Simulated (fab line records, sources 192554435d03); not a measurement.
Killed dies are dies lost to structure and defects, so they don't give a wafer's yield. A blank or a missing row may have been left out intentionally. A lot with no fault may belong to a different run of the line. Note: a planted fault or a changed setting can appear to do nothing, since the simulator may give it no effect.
fab line records	flow n5Finfet
record: lots: 24	wafers: 72	lastDay: 18
route steps=1938 shown MOL_CONTACT_COAG@543
lots untouched by any fault: they come from a run of this same line in which no faults occurred
startH: hours from the record's opening day to when the first of the lot's shown wafers began	waitH: hours elapsed since this lot's preceding step	" as in the row above	L1.1+2: one row covering several wafers at once	- no value, or no start was given	* or withheld: withheld	< > ~ a bound
route shown NAME@n: names a module that has steps shown in the file, with the first one's number in the route	usual: the fault-free wafers' mean and standard deviation	same: alike in all rows	chamber/n: place in a boat	sites: per-site readings	_std_site: how widely they spread, as a standard deviation	_edge_site: the outer-site mean with the inner-site mean subtracted	radiusMm: how far each site lies from the wafer's centre	mask NAME#n: copy n	behind: the most recent tool/chamber to have shaped the wafer	hold: why the lot was held/for how many hours/how that ended	device: names the non-switching transistor (n, p or np)	end of line: the same wafers' tests at the end of the route	step lacking rows: just its recipe	killed: at the first sort, the dies lost to defects and structure; wafer yield is something else	map: dies across one wafer; x = killed, . = not, _ = none there
set.NAME: the setting as run; set.NAME@STEP: as run at that earlier step	model.NAME: the simulator's own value behind a step, which no gauge read
steps of the route over a sample of lots; a table a step, a row a wafer
services: the hour from which a tool's chamber was out of use, counted from the record's first day as startH (under 0 if before that day), plus the number of hours and why
== steps ==
step: N5_MOL_CONTACT_COAG_TI_SIL_19
recipe: material: Ti	targetThkA: 42	tempC: 200	chamberPressurePa: 5	powerW: 5000	timeS: 15
usual: susceptorTempC: 200.02/0.16	throttleValvePct: 30.1/0.6
lot.wafer	tool	chamber	startH	waitH	susceptorTempC	throttleValvePct
L074.2	pvdSputter-01	-	87.77	0.2	200.52	29.9
L074.3	"	-	"	"	199.99	30.3
L074.4	"	-	"	"	199.91	30.2
L075.1	pvdSputter-03	-	94.70	0.2	200.03	31.3
L075.3	"	-	"	"	199.89	29.6
L075.5	"	-	"	"	199.70	29.8
L076.1	pvdSputter-01	-	104.98	0.2	200.09	30.3
L076.2	"	-	"	"	200.04	30.3
L076.5	"	-	"	"	200.16	30.2
L077.1	pvdSputter-03	-	109.04	0.2	199.81	29.8
L077.2	"	-	"	"	200.04	29.6
L077.3	"	-	"	"	199.78	31.6
L078.3	pvdSputter-03	-	116.48	0.1	200.09	31.5
L078.5	"	-	"	"	200.05	31.5
L078.6	"	-	"	"	200.21	29.4
L079.1	pvdSputter-02	-	126.76	0.3	200.07	31.6
L079.4	"	-	"	"	199.87	29.8
L079.6	"	-	"	"	199.81	30.0
L080.2	pvdSputter-01	-	126.99	0.1	200.20	30.3
L080.4	"	-	"	"	199.56	29.4
L080.5	"	-	"	"	200.18	30.3
L081.1	pvdSputter-03	-	135.36	0.3	200.24	29.2
L081.2	"	-	"	"	199.89	30.3
L081.3	"	-	"	"	199.97	29.7
L082.1	pvdSputter-03	-	140.04	0.3	199.82	30.3
L082.3	"	-	"	"	200.07	31.5
L082.6	"	-	"	"	200.19	29.3
L083.2	pvdSputter-01	-	143.81	0.2	200.02	30.1
L083.5	"	-	"	"	200.19	29.8
L083.6	"	-	"	"	200.25	30.2
L084.3	pvdSputter-03	-	151.77	0.2	200.39	29.6
L084.5	"	-	"	"	200.21	29.4
L084.6	"	-	"	"	199.94	29.4
L085.1	pvdSputter-01	-	157.08	1.9	199.89	30.0
L085.2	"	-	"	"	200.11	29.6
L085.5	"	-	"	"	200.12	29.8
L086.1	pvdSputter-01	-	164.50	0.5	199.96	29.8
L086.3	"	-	"	"	200.06	29.7
L086.4	"	-	"	"	200.40	29.9
L087.2	pvdSputter-01	-	168.84	0.2	200.22	30.2
L087.3	"	-	"	"	200.05	29.5
L087.4	"	-	"	"	200.01	30.2
L088.2	pvdSputter-01	-	174.65	0.2	199.91	30.3
L088.5	"	-	"	"	200.09	30.2
L088.6	"	-	"	"	199.87	30.0
L089.2	pvdSputter-01	-	179.05	0.2	200.33	30.3
L089.3	"	-	"	"	199.90	30.0
L089.6	"	-	"	"	200.09	30.1
L090.1	pvdSputter-01	-	185.70	0.5	199.88	29.6
L090.2	"	-	"	"	200.19	29.6
L090.3	"	-	"	"	199.70	30.3
L091.2	pvdSputter-01	-	190.44	0.2	199.91	30.3
L091.4	"	-	"	"	199.83	29.7
L091.5	"	-	"	"	199.96	29.6
L092.1	pvdSputter-02	-	198.23	0.3	199.92	29.8
L092.4	"	-	"	"	199.86	30.2
L092.6	"	-	"	"	200.34	30.3
L093.1	pvdSputter-03	-	206.21	1.8	199.86	29.6
L093.3	"	-	"	"	200.01	29.2
L093.5	"	-	"	"	199.65	29.3
L094.1	pvdSputter-03	-	209.82	0.2	199.93	31.5
L094.2	"	-	"	"	199.90	29.4
L094.5	"	-	"	"	200.05	29.8
L095.2	pvdSputter-03	-	215.72	0.2	199.90	29.5
L095.3	"	-	"	"	199.81	31.4
L095.5	"	-	"	"	199.95	29.6
L096.2	pvdSputter-02	-	222.43	0.2	199.86	30.6
L096.4	"	-	"	"	199.74	31.4
L096.6	"	-	"	"	199.96	31.4
L097.2	pvdSputter-01	-	230.00	0.2	200.05	30.3
L097.3	"	-	"	"	199.90	29.8
L097.6	"	-	"	"	200.17	29.9
step: N5_MOL_CONTACT_COAG_PRE_CLEAN_141
recipe: gas: H2/He	timeS: 60	tempC: 300
usual: heaterPowerW: 464/56	susceptorTempC: 300.02/0.21
lot.wafer	tool	chamber	startH	waitH	heaterPowerW	susceptorTempC
L074.2	pvdSputter-02	-	89.43	0.9	528	299.58
L074.3	"	-	"	"	444	299.92
L074.4	"	-	"	"	394	300.21
L075.1	pvdSputter-03	-	95.72	0.5	536	299.91
L075.3	"	-	"	"	521	300.02
L075.5	"	-	"	"	504	300.31
L076.1	pvdSputter-03	-	106.24	0.7	551	299.82
L076.2	"	-	"	"	374	300.06
L076.5	"	-	"	"	563	299.99
L077.1	pvdSputter-01	-	109.97	0.4	553	300.12
L077.2	"	-	"	"	443	300.23
L077.3	"	-	"	"	397	299.86
L078.3	pvdSputter-03	-	118.72	1.7	380	299.85
L078.5	"	-	"	"	381	299.81
L078.6	"	-	"	"	510	300.17
L079.1	pvdSputter-03	-	132.20	4.7	510	299.78
L079.4	"	-	"	"	393	299.85
L079.6	"	-	"	"	516	299.88
L080.2	pvdSputter-02	-	132.31	4.6	456	299.78
L080.4	"	-	"	"	545	299.75
L080.5	"	-	"	"	541	299.87
L081.1	pvdSputter-01	-	136.14	0.2	558	300.03
L081.2	"	-	"	"	445	299.80
L081.3	"	-	"	"	449	300.25
L082.1	pvdSputter-01	-	141.04	0.5	397	300.17
L082.3	"	-	"	"	445	299.68
L082.6	"	-	"	"	445	299.75
L083.2	pvdSputter-02	-	144.83	0.5	431	299.66
L083.5	"	-	"	"	432	300.06
L083.6	"	-	"	"	399	300.01
L084.3	pvdSputter-03	-	153.91	1.6	547	300.06
L084.5	"	-	"	"	514	300.08
L084.6	"	-	"	"	387	300.35
L085.1	pvdSputter-02	-	159.12	1.4	428	300.11
L085.2	"	-	"	"	392	299.83
L085.5	"	-	"	"	393	300.02
L086.1	pvdSputter-03	-	165.66	0.6	558	300.08
L086.3	"	-	"	"	529	299.92
L086.4	"	-	"	"	381	299.92
L087.2	pvdSputter-01	-	169.78	0.4	396	300.19
L087.3	"	-	"	"	447	299.80
L087.4	"	-	"	"	455	299.80
L088.2	pvdSputter-02	-	176.01	0.8	403	299.86
L088.5	"	-	"	"	451	300.38
L088.6	"	-	"	"	397	299.60
L089.2	pvdSputter-01	-	181.84	2.2	398	300.13
L089.3	"	-	"	"	453	300.40
L089.6	"	-	"	"	449	300.14
L090.1	pvdSputter-01	-	187.02	0.8	445	300.29
L090.2	"	-	"	"	446	300.06
L090.3	"	-	"	"	557	299.93
L091.2	pvdSputter-01	-	191.84	0.8	449	300.45
L091.4	"	-	"	"	542	299.81
L091.5	"	-	"	"	551	299.89
L092.1	pvdSputter-01	-	199.82	1.1	452	299.81
L092.4	"	-	"	"	402	300.25
L092.6	"	-	"	"	557	300.04
L093.1	pvdSputter-02	-	207.35	0.6	393	299.84
L093.3	"	-	"	"	542	299.93
L093.5	"	-	"	"	400	299.99
L094.1	pvdSputter-01	-	211.27	0.9	403	299.66
L094.2	"	-	"	"	456	300.00
L094.5	"	-	"	"	548	299.90
L095.2	pvdSputter-01	-	216.87	0.6	395	300.24
L095.3	"	-	"	"	457	299.81
L095.5	"	-	"	"	546	299.69
L096.2	pvdSputter-01	-	224.36	1.4	449	299.76
L096.4	"	-	"	"	397	299.93
L096.6	"	-	"	"	445	300.32
L097.2	pvdSputter-02	-	231.82	1.3	457	299.80
L097.3	"	-	"	"	444	300.07
L097.6	"	-	"	"	543	300.17
step: N5_MOL_CONTACT_COAG_ETCH_89
recipe: chemistry: N2/H2	target: underlayer	targetDepthA: 130	maskMaterial: CAR-EUV	timeS: 10.4	ionEnergyEv: 200	pressureMtorr: 30	sourceW: 840	biasW: 150	n2FlowSccm: 200	h2FlowSccm: 200	ends: cleared
usual: drypumpMotorCurrentA: 5.6/0.65	etchRfOnTimeS: 10.36/0.22	oesProductAu: 0.70/0.08	rfVppV: 522.6/2.3	showerheadPlenumPTorr: 2.50/0.074	throttleValvePct: 17.89/0.25
lot.wafer	tool	chamber	startH	waitH	drypumpMotorCurrentA	etchRfOnTimeS	oesProductAu	rfHoursCounterH	rfVppV	showerheadPlenumPTorr	throttleValvePct
L074.2	rieDiel-04	1	99.37	0.0	6.1	9.93	0.78	24	522.1	2.50	17.57
L074.3	"	3	"	"	5.7	10.15	0.77	34	523.0	2.47	17.88
L074.4	"	0	"	"	5.5	10.45	0.65	115	522.5	2.45	17.84
L075.1	rieDiel-03	2	103.02	0.0	4.8	10.12	0.85	1	521.7	2.52	17.53
L075.3	"	1	"	"	6.6	10.45	0.60	199	521.0	2.43	18.26
L075.5	"	1	"	"	6.6	10.57	0.59	-	520.7	2.43	18.24
L076.1	rieDiel-04	0	113.58	0.0	5.5	10.62	0.65	121	521.2	2.45	17.84
L076.2	"	1	"	"	6.1	9.86	0.78	31	522.7	2.49	17.57
L076.5	"	1	"	"	6.1	9.95	0.77	-	524.7	2.49	17.57
L077.1	rieDiel-03	2	117.81	0.0	4.8	10.04	0.81	8	521.3	2.52	17.51
L077.2	"	0	"	"	5.0	10.27	0.79	17	524.0	2.60	17.86
L077.3	"	1	"	"	6.6	10.41	0.60	207	520.0	2.43	18.28
L078.3	rieDiel-06	2	124.72	0.0	5.4	10.48	0.62	202	521.0	2.43	18.20
L078.5	"	0	"	"	5.2	10.50	0.75	-	520.8	2.49	17.86
L078.6	"	1	"	"	4.9	10.40	0.72	-	523.4	2.48	17.86
L080.2	rieDiel-06	0	139.22	0.0	5.2	10.63	0.73	46	522.6	2.49	17.86
L080.4	"	0	"	"	5.2	10.54	0.75	-	520.8	2.49	17.87
L080.5	"	2	"	"	5.3	10.60	0.61	-	520.2	2.43	18.19
L079.1	rieDiel-03	2	139.45	0.0	4.8	10.23	0.79	16	522.7	2.51	17.57
L079.4	"	3	"	"	6.5	10.15	0.80	6	527.8	2.70	17.43
L079.6	"	0	"	"	5.0	10.32	0.78	-	525.7	2.59	17.89
L081.1	rieDiel-06	2	142.50	0.0	5.4	10.59	0.61	209	520.6	2.42	18.22
L081.2	"	1	"	"	4.9	10.39	0.71	81	521.2	2.48	17.87
L081.3	"	0	"	"	5.2	10.60	0.73	48	521.8	2.48	17.90
L082.1	rieDiel-03	1	148.03	0.0	6.6	10.49	0.59	217	520.8	2.43	18.30
L082.3	"	3	"	"	6.5	10.13	0.80	9	529.4	2.70	17.43
L082.6	"	3	"	"	6.5	10.05	0.81	-	527.3	2.70	17.44
L083.2	rieDiel-03	2	152.48	0.0	4.8	10.39	0.77	21	523.0	2.51	17.57
L083.5	"	1	"	"	6.6	10.55	0.58	-	520.9	2.42	18.29
L083.6	"	2	"	"	4.8	10.37	0.79	-	521.9	2.51	17.57
L084.3	rieDiel-03	0	162.22	0.0	5.0	10.58	0.75	33	525.2	2.59	17.91
L084.5	"	1	"	"	6.6	10.43	0.59	-	520.4	2.42	18.29
L084.6	"	0	"	"	5.0	10.52	0.75	-	526.5	2.59	17.92
L085.1	rieDiel-04	0	165.07	0.0	5.5	10.64	0.64	135	521.8	2.44	17.89
L085.2	"	3	"	"	5.6	10.25	0.73	60	523.2	2.46	17.92
L085.5	"	0	"	"	5.5	10.66	0.63	-	523.0	2.44	17.88
L086.1	rieDiel-03	0	172.94	0.0	5.0	10.41	0.75	36	522.7	2.59	17.90
L086.3	"	1	"	"	6.6	10.35	0.59	226	519.5	2.42	18.30
L086.4	"	3	"	"	6.5	10.02	0.79	18	528.7	2.69	17.44
L087.2	rieDiel-04	0	175.63	0.0	5.5	10.61	0.63	139	521.7	2.44	17.86
L087.3	"	1	"	"	6.2	9.88	0.74	50	521.7	2.48	17.61
L087.4	"	2	"	"	5.9	10.30	0.58	228	523.3	2.51	18.14
L088.2	rieDiel-06	1	183.21	0.0	4.9	10.24	0.70	96	520.7	2.47	17.90
L088.5	"	3	"	"	6.7	10.54	0.80	-	522.9	2.49	17.77
L088.6	"	2	"	"	5.4	10.51	0.60	-	522.4	2.42	18.24
L089.2	rieDiel-04	1	190.90	0.0	6.1	9.95	0.74	54	522.7	2.48	17.61
L089.3	"	3	"	"	5.6	10.25	0.73	69	521.8	2.46	17.94
L089.6	"	0	"	"	5.5	10.61	0.63	-	521.7	2.44	17.90
L090.1	rieDiel-06	0	195.04	0.0	5.2	10.56	0.71	68	521.4	2.48	17.92
L090.2	"	3	"	"	6.7	10.75	0.79	17	521.9	2.49	17.75
L090.3	"	2	"	"	5.4	10.65	0.59	229	521.3	2.42	18.23
L091.2	rieDiel-03	0	199.07	0.0	5.0	10.45	0.74	46	525.0	2.58	17.91
L091.4	"	3	"	"	6.5	10.03	0.77	29	528.7	2.69	17.48
L091.5	"	1	"	"	6.6	10.48	0.58	-	519.1	2.42	18.31
L092.1	rieDiel-06	3	207.46	0.0	6.7	10.85	0.78	21	521.6	2.48	17.77
L092.4	"	1	"	"	4.8	10.30	0.70	104	521.6	2.47	17.92
L092.6	"	3	"	"	6.7	10.68	0.79	-	524.0	2.48	17.77
L093.1	rieDiel-03	0	214.18	0.0	5.0	10.33	0.75	51	525.8	2.58	17.93
L093.3	"	3	"	"	6.5	10.13	0.75	35	527.9	2.68	17.48
L093.5	"	0	"	"	5.0	10.44	0.73	-	525.1	2.58	17.94
L094.1	rieDiel-06	2	220.16	0.0	5.3	10.65	0.59	237	519.2	2.41	18.25
L094.2	"	3	"	"	6.7	10.68	0.78	26	523.5	2.48	17.79
L094.5	"	1	"	"	4.9	10.29	0.70	-	521.5	2.46	17.90
L095.2	rieDiel-04	1	223.10	0.0	6.1	10.07	0.72	66	520.9	2.48	17.64
L095.3	"	0	"	"	5.5	10.78	0.61	150	520.8	2.44	17.90
L095.5	"	2	"	"	5.9	10.37	0.58	-	523.3	2.51	18.14
L096.2	rieDiel-04	0	232.30	0.0	5.5	10.57	0.62	153	521.2	2.44	17.91
L096.4	"	2	"	"	5.8	10.22	0.58	247	523.3	2.50	18.16
L096.6	"	0	"	"	5.5	10.61	0.62	-	519.3	2.44	17.90
L097.2	rieDiel-03	3	239.88	0.0	6.5	10.17	0.74	43	527.4	2.68	17.50
L097.3	"	2	"	"	4.8	10.28	0.74	53	522.7	2.50	17.61
L097.6	"	0	"	"	5.0	10.55	0.72	-	526.0	2.58	17.95
step: N5_MOL_CONTACT_COAG_OVL_MEAS_41
recipe: pointsPerWafer: 522
usual: VD_OVL: 0.3/0.67
lot.wafer	tool	chamber	startH	waitH	VD_OVL[nm]
L074.2	overlay-01	0	101.04	0.0	0.6
L074.3	"	0	"	"	0.8
L074.4	"	0	"	"	0.9
L075.1	overlay-01	0	104.30	0.0	1.2
L075.3	"	0	"	"	0.3
L075.5	"	0	"	"	0.1
L076.1	overlay-02	0	114.82	0.0	-0.2
L076.2	"	0	"	"	-0.6
L076.5	"	0	"	"	1.0
L077.1	overlay-02	0	118.93	0.0	0.6
L077.2	"	0	"	"	0.4
L077.3	"	0	"	"	1.5
L078.3	overlay-02	0	125.85	0.0	1.5
L078.5	"	0	"	"	-0.2
L078.6	"	0	"	"	-0.7
L080.2	overlay-01	0	140.50	0.0	1.0
L080.4	"	0	"	"	0.6
L080.5	"	0	"	"	0.2
L079.1	overlay-01	0	140.70	0.0	1.5
L079.4	"	0	"	"	-0.8
L079.6	"	0	"	"	0.1
L081.1	overlay-01	0	143.75	0.0	-1.1
L081.2	"	0	"	"	0.1
L081.3	"	0	"	"	0.1
L082.1	overlay-02	0	150.34	0.0	0.9
L082.3	"	0	"	"	0.2
L082.6	"	0	"	"	-0.8
L083.2	overlay-02	0	153.86	0.0	-0.3
L083.5	"	0	"	"	-1.5
L083.6	"	0	"	"	-0.1
L084.3	overlay-02	0	163.57	0.0	0.8
L084.5	"	0	"	"	0.5
L084.6	"	0	"	"	1.0
L085.1	overlay-01	0	166.19	0.0	0.5
L085.2	"	0	"	"	0.7
L085.5	"	0	"	"	1.2
L086.1	overlay-02	0	174.18	0.0	0.7
L086.3	"	0	"	"	0.1
L086.4	"	0	"	"	0.4
L087.2	overlay-01	0	176.88	0.0	0.6
L087.3	"	0	"	"	-0.1
L087.4	"	0	"	"	-0.8
L088.2	overlay-02	0	184.34	0.0	0.8
L088.5	"	0	"	"	0.6
L088.6	"	0	"	"	0.4
L089.2	overlay-02	0	192.41	0.0	1.4
L089.3	"	0	"	"	0.6
L089.6	"	0	"	"	1.0
L090.1	overlay-02	0	196.21	0.0	0.6
L090.2	"	0	"	"	0.1
L090.3	"	0	"	"	-0.1
L091.2	overlay-02	0	200.19	0.0	-0.6
L091.4	"	0	"	"	-0.5
L091.5	"	0	"	"	0.4
L092.1	overlay-02	0	208.77	0.0	-0.6
L092.4	"	0	"	"	0.4
L092.6	"	0	"	"	0.4
L093.1	overlay-02	0	215.31	0.0	0.2
L093.3	"	0	"	"	0.3
L093.5	"	0	"	"	0.4
L094.1	overlay-01	0	221.28	0.0	0.5
L094.2	"	0	"	"	1.0
L094.5	"	0	"	"	0.1
L095.2	overlay-02	0	224.61	0.0	0.9
L095.3	"	0	"	"	0.3
L095.5	"	0	"	"	-0.5
L096.2	overlay-01	0	233.42	0.0	0.0
L096.4	"	0	"	"	-1.8
L096.6	"	0	"	"	-0.7
L097.2	overlay-02	0	241.26	0.0	0.8
L097.3	"	0	"	"	-0.7
L097.6	"	0	"	"	0.4
step: N5_MOL_CONTACT_COAG_ALD_133
recipe: material: SiO2	targetThkA: 50	tempC: 100	aldPrecursorFamily: BDEAS	aldCoReactant: O2-plasma	pulseTimeS: 1	coReactantPulseTimeS: 1	purgeTimeS: 2	coReactantPurgeTimeS: 2	aldCycles: 35	pressureTorr: 2
usual: heaterPowerW: 77/7.4	precursorPulseHeightRel: 0.999/0.019	susceptorTempC: 100.00/0.13
same: coReactantPurgeTimeS: 2	pulseTimeS: 1
lot.wafer	tool	chamber	startH	waitH	heaterPowerW	precursorPulseHeightRel	susceptorTempC
L074.2	aldSin-02	1	101.63	0.4	78	1.016	100.04
L074.3	"	2	"	"	76	0.985	100.05
L074.4	"	0	"	"	63	1.011	99.98
L075.1	aldSin-01	2	104.92	0.1	78	1.009	99.88
L075.3	"	3	"	"	86	0.998	99.91
L075.5	"	0	"	"	78	1.010	99.99
L076.1	aldSin-03	3	115.61	0.6	74	0.990	100.25
L076.2	"	1	"	"	83	0.979	99.99
L076.5	"	2	"	"	90	0.930	99.90
L077.1	aldSin-02	1	119.26	0.1	77	0.993	100.05
L077.2	"	3	"	"	74	0.998	100.26
L077.3	"	2	"	"	77	1.012	100.03
L078.3	aldSin-03	2	126.06	0.1	88	0.991	100.05
L078.5	"	1	"	"	81	1.021	99.76
L078.6	"	0	"	"	68	1.030	100.03
L080.2	aldSin-03	3	140.97	0.1	73	1.023	99.87
L080.4	"	2	"	"	87	1.010	99.91
L080.5	"	3	"	"	73	1.011	99.90
L079.1	aldSin-02	0	141.08	0.1	64	1.004	99.82
L079.4	"	3	"	"	76	0.992	100.15
L079.6	"	3	"	"	76	0.994	100.20
L081.1	aldSin-01	2	144.19	0.1	81	0.956	100.02
L081.2	"	0	"	"	77	1.017	99.99
L081.3	"	3	"	"	88	1.000	100.05
L082.1	aldSin-02	1	150.76	0.1	78	0.971	100.05
L082.3	"	0	"	"	65	0.998	99.98
L082.6	"	1	"	"	79	0.959	99.99
L083.2	aldSin-02	2	154.10	0.1	75	1.031	99.89
L083.5	"	2	"	"	75	0.993	99.80
L083.6	"	3	"	"	76	0.988	99.90
L084.3	aldSin-01	1	163.84	0.1	70	1.000	100.10
L084.5	"	0	"	"	78	0.997	99.83
L084.6	"	1	"	"	73	0.991	100.03
L085.1	aldSin-03	3	166.68	0.1	75	0.990	100.07
L085.2	"	1	"	"	83	1.032	100.01
L085.5	"	2	"	"	86	0.988	100.25
L086.1	aldSin-03	2	174.41	0.1	88	1.003	99.81
L086.3	"	1	"	"	81	1.013	99.76
L086.4	"	3	"	"	73	1.046	99.93
L087.2	aldSin-03	3	177.11	0.1	74	1.000	100.09
L087.3	"	0	"	"	67	1.003	100.05
L087.4	"	1	"	"	84	1.016	99.84
L088.2	aldSin-03	2	184.74	0.1	90	0.985	100.08
L088.5	"	0	"	"	67	0.995	99.90
L088.6	"	1	"	"	84	0.982	99.88
L089.2	aldSin-03	0	192.64	0.1	67	0.995	99.83
L089.3	"	2	"	"	89	0.991	99.93
L089.6	"	1	"	"	83	1.006	100.02
L090.1	aldSin-03	3	196.44	0.1	73	1.003	99.83
L090.2	"	0	"	"	69	0.999	99.65
L090.3	"	2	"	"	88	0.999	99.94
L091.2	aldSin-01	0	200.45	0.1	81	0.964	100.10
L091.4	"	2	"	"	80	1.000	99.98
L091.5	"	0	"	"	79	0.935	100.07
L092.1	aldSin-01	2	209.05	0.1	80	1.003	99.88
L092.4	"	3	"	"	87	1.000	100.07
L092.6	"	3	"	"	87	1.016	100.22
L093.1	aldSin-03	0	215.60	0.1	69	0.986	99.78
L093.3	"	1	"	"	82	0.996	100.02
L093.5	"	0	"	"	67	0.998	100.07
L094.1	aldSin-03	3	221.51	0.1	73	0.965	100.02
L094.2	"	1	"	"	83	1.010	100.04
L094.5	"	1	"	"	82	1.032	100.10
L095.2	aldSin-02	2	224.90	0.1	77	0.987	100.01
L095.3	"	0	"	"	65	1.006	100.03
L095.5	"	0	"	"	64	0.994	100.13
L096.2	aldSin-01	1	233.91	0.3	70	0.974	100.17
L096.4	"	2	"	"	83	0.975	99.90
L096.6	"	2	"	"	79	1.005	99.99
L097.2	aldSin-03	3	241.48	0.1	73	0.959	99.92
L097.3	"	2	"	"	89	1.047	100.06
L097.6	"	3	"	"	74	0.998	99.96
step: N5_MOL_CONTACT_COAG_CMP_52
recipe: stopOn: SiO2	tOverpolishS: 1.5	postCmpClean: wDiluteNh4oh	downForcePsi: 4	platenRpm: 50.289	padVelocityMS: 1.0006	targetThkNm: 66.5
usual: motorCurrentA: 12.2/1.2	overpolishRunS: 1.501/0.0096	timeToEndpointS: 12.0/2.6
lot.wafer	tool	chamber	startH	waitH	motorCurrentA	overpolishRunS	timeToEndpointS
L074.2	cmp-01	3	102.77	0.0	13.4	1.499	17.6
L074.3	"	0	"	"	9.9	1.499	13.0
L074.4	"	2	"	"	10.8	1.488	12.7
L075.1	cmp-02	0	106.60	0.1	10.2	1.493	12.8
L075.3	"	1	"	"	12.5	1.499	15.3
L075.5	"	2	"	"	11.8	1.495	11.1
L076.2	cmp-03	0	116.80	0.0	12.9	1.487	12.6
L076.1	"	3	"	"	13.4	1.500	10.8
L076.5	"	1	"	"	11.5	1.501	12.7
L077.1	cmp-03	3	120.40	0.0	13.2	1.502	10.5
L077.3	"	1	"	"	11.9	1.534	11.5
L077.2	"	2	"	"	13.7	1.476	14.3
L078.3	cmp-03	0	127.20	0.0	13.5	1.515	10.1
L078.6	"	0	"	"	12.8	1.493	11.7
L078.5	"	1	"	"	10.9	1.497	12.0
L080.4	cmp-01	1	142.16	0.0	13.1	1.509	16.7
L080.2	"	2	"	"	10.1	1.490	16.1
L080.5	"	2	"	"	11.2	1.502	16.9
L079.4	cmp-03	2	142.41	0.1	12.4	1.504	14.7
L079.1	"	3	"	"	13.3	1.505	11.1
L079.6	"	1	"	"	11.6	1.505	14.1
L081.3	cmp-02	0	145.33	0.0	10.5	1.483	9.1
L081.1	"	1	"	"	12.2	1.469	10.7
L081.2	"	3	"	"	11.8	1.505	10.2
L082.3	cmp-01	1	152.28	0.0	13.1	1.504	12.6
L082.1	"	3	"	"	13.1	1.522	15.2
L082.6	"	1	"	"	12.7	1.499	12.8
L083.2	cmp-02	0	155.91	0.0	10.3	1.503	13.1
L083.5	"	0	"	"	10.7	1.511	12.9
L083.6	"	1	"	"	12.3	1.488	12.3
L084.3	cmp-03	0	164.99	0.0	13.4	1.494	15.4
L084.6	"	0	"	"	13.7	1.493	12.7
L084.5	"	1	"	"	12.0	1.495	13.6
L085.2	cmp-03	0	167.87	0.1	13.5	1.495	11.1
L085.1	"	1	"	"	11.9	1.490	13.0
L085.5	"	0	"	"	13.1	1.501	12.2
L086.1	cmp-03	1	175.83	0.1	12.0	1.521	15.1
L086.3	"	2	"	"	13.8	1.503	15.6
L086.4	"	3	"	"	12.9	1.497	14.1
L087.3	cmp-03	2	178.29	0.1	13.5	1.487	12.9
L087.4	"	3	"	"	12.8	1.503	8.7
L087.2	"	0	"	"	13.4	1.500	9.9
L088.2	cmp-02	2	186.05	0.1	12.3	1.495	8.4
L088.5	"	3	"	"	11.7	1.509	9.2
L088.6	"	0	"	"	10.7	1.511	12.6
L089.3	cmp-03	3	194.14	0.0	13.5	1.494	12.2
L089.2	"	1	"	"	12.1	1.506	13.1
L089.6	"	3	"	"	13.4	1.515	11.7
L090.1	cmp-02	2	197.58	0.0	12.2	1.505	8.0
L090.2	"	3	"	"	12.4	1.512	6.6
L090.3	"	1	"	"	12.6	1.513	10.8
L091.2	cmp-01	1	201.62	0.1	13.5	1.493	10.3
L091.4	"	2	"	"	11.2	1.492	8.3
L091.5	"	1	"	"	13.6	1.496	5.0
L092.1	cmp-01	3	210.28	0.0	13.7	1.490	13.8
L092.4	"	1	"	"	13.4	1.495	11.3
L092.6	"	0	"	"	9.8	1.487	11.5
L093.3	cmp-02	3	216.79	0.1	12.6	1.504	11.6
L093.1	"	0	"	"	10.8	1.507	11.8
L093.5	"	2	"	"	12.0	1.510	11.0
L094.1	cmp-01	2	222.84	0.0	11.1	1.495	12.6
L094.2	"	1	"	"	13.5	1.496	12.6
L094.5	"	3	"	"	12.9	1.502	15.1
L095.2	cmp-02	0	226.50	0.2	10.9	1.507	9.0
L095.3	"	2	"	"	12.5	1.520	7.6
L095.5	"	0	"	"	10.4	1.499	8.6
L096.4	cmp-02	1	235.25	0.0	12.7	1.512	8.8
L096.2	"	0	"	"	10.4	1.491	9.1
L096.6	"	1	"	"	12.7	1.487	9.5
L097.2	cmp-01	3	242.62	0.0	13.8	1.503	16.0
L097.3	"	1	"	"	12.9	1.509	9.5
L097.6	"	0	"	"	10.1	1.498	10.7
== services ==
tool	chamber	startH	hours	kind
aldSin-03	2	65.32	6.0	repair
cmp-03	-	71.24	4.3	repair
rieDiel-06	3	81.71	6.0	repair
aldSin-03	-	85.89	14.0	pm
aldSin-01	-	95.73	5.5	repair
cmp-03	-	96.44	0.5	repair
rieDiel-03	-	97.60	2.8	pm
cmp-02	-	102.12	2.7	repair
cmp-02	-	119.96	2.1	repair
rieDiel-04	1	120.81	9.9	repair
cmp-02	-	135.25	4.0	pm
rieDiel-04	0	148.13	8.1	repair
pvdSputter-03	-	149.66	0.9	repair
cmp-01	-	164.50	4.3	pm
cmp-01	-	173.86	3.3	repair
aldSin-01	-	176.75	14.0	pm
aldSin-01	2	194.30	4.3	repair
aldSin-02	0	197.62	23.9	repair
cmp-02	-	199.17	2.7	repair
aldSin-03	2	204.26	4.2	repair
cmp-03	-	222.36	9.7	pm
cmp-01	-	224.07	4.0	pm
cmp-03	-	234.65	6.3	repair
cmp-03	-	242.27	2.7	repair
== key ==
fault none
